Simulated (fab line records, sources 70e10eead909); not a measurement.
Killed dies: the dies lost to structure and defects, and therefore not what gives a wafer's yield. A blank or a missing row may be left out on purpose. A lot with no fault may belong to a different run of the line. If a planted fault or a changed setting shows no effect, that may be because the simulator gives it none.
Chamber matching    flow nand_harc    NHARC_A_CONTACT_ETCH_90 on rie_diel-08 has 4 sister chambers
The step etches the open film in CH3F/O2, target depth 40 nm, time 85.7 s. 4 wafers are shown with their chamber, then 9 later ones without.

WAFERS, EACH WITH ITS CHAMBER
wafer   chamber  showerhead_plenum_p_Torr (Torr)
L085.6  0        2.43
L087.4  3        2.30
L087.5  1        2.39
L087.6  2        2.40

WAFERS WITHOUT THEIR CHAMBER
wafer   showerhead_plenum_p_Torr (Torr)
L088.2  2.43
L088.5  2.39
L088.6  2.29
L092.1  2.38
L092.5  2.38
L092.6  2.42
L097.1  2.28
L097.3  2.38
L097.6  2.41

EACH ONE'S CHAMBER
wafer   from the rows above           in truth
L088.2  0                             0
L088.5  can't be placed: 1 or 2       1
L088.6  3                             3
L092.1  can't be placed: 1 or 2       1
L092.5  can't be placed: 1 or 2       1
L092.6  can't be placed: 0 or 2 or 1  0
L097.1  3                             3
L097.3  can't be placed: 1 or 2       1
L097.6  can't be placed: 2 or 0 or 1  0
Correctly placed: 3 of 9. Cannot be placed on the basis of these rows: 6; the candidates contain the true chamber in 6. Wrongly placed: 0.
How it was worked out, from the rows above alone: a wafer's distance from a chamber is the root of the sum, over the readings, of the square of ((its reading less the chamber's mean) divided by the reading's scatter). If the next closest chamber is less than 2 further off than the closest, the wafer can't be placed; otherwise it belongs to the closest. Each chamber's mean is taken over the wafers shown for it. The scatter (one wafer shown for each chamber): square how far every hidden wafer sits from the nearest shown wafer, average those squares and take the square root.
